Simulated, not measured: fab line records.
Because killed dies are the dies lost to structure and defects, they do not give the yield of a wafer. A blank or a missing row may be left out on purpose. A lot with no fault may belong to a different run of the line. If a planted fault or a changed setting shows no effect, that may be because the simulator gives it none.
Matching of chambers :: flow n5Finfet :: rieDiel-03 running N5_BEOL_M7_STRIP_19: 4 sister chambers
The step strips in O2. 4 wafers are shown with their chamber, then 7 later ones without.

WAFERS, EACH WITH ITS CHAMBER
wafer: L086.3
chamber: 2
drypumpMotorCurrentA (A): 5.6

wafer: L087.1
chamber: 0
drypumpMotorCurrentA (A): 5.1

wafer: L087.5
chamber: 3
drypumpMotorCurrentA (A): 5.1

wafer: L092.4
chamber: 1
drypumpMotorCurrentA (A): 6.3

WAFERS MISSING THEIR CHAMBER
wafer: L092.5
drypumpMotorCurrentA (A): 5.2

wafer: L094.1
drypumpMotorCurrentA (A): 5.2

wafer: L094.2
drypumpMotorCurrentA (A): 6.4

wafer: L094.6
drypumpMotorCurrentA (A): 5.1

wafer: L096.1
drypumpMotorCurrentA (A): 5.6

wafer: L096.2
drypumpMotorCurrentA (A): 6.3

wafer: L096.4
drypumpMotorCurrentA (A): 5.7

WHICH CHAMBER EACH WENT THROUGH
wafer: L092.5
from the rows above: can't be placed: 0 or 3
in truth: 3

wafer: L094.1
from the rows above: can't be placed: 0 or 3
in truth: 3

wafer: L094.2
from the rows above: 1
in truth: 1

wafer: L094.6
from the rows above: can't be placed: 0 or 3
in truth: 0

wafer: L096.1
from the rows above: 2
in truth: 2

wafer: L096.2
from the rows above: 1
in truth: 1

wafer: L096.4
from the rows above: 2
in truth: 2
Correctly placed: 4 of 7. Can't be placed from these rows: 3 (the true chamber is among the candidates in 3). Number placed wrongly: 0.
How it was worked out, from the rows above alone: a wafer's distance from a chamber is the root of the sum, over the readings, of the square of ((its reading less the chamber's mean) divided by the reading's scatter). The wafer belongs to the nearest chamber; if the next one is less than 2 further off, it can't be placed. A chamber's mean is the mean of its shown wafers. The scatter: root of mean squared gap, hidden wafer to nearest shown wafer, with one shown wafer a chamber.
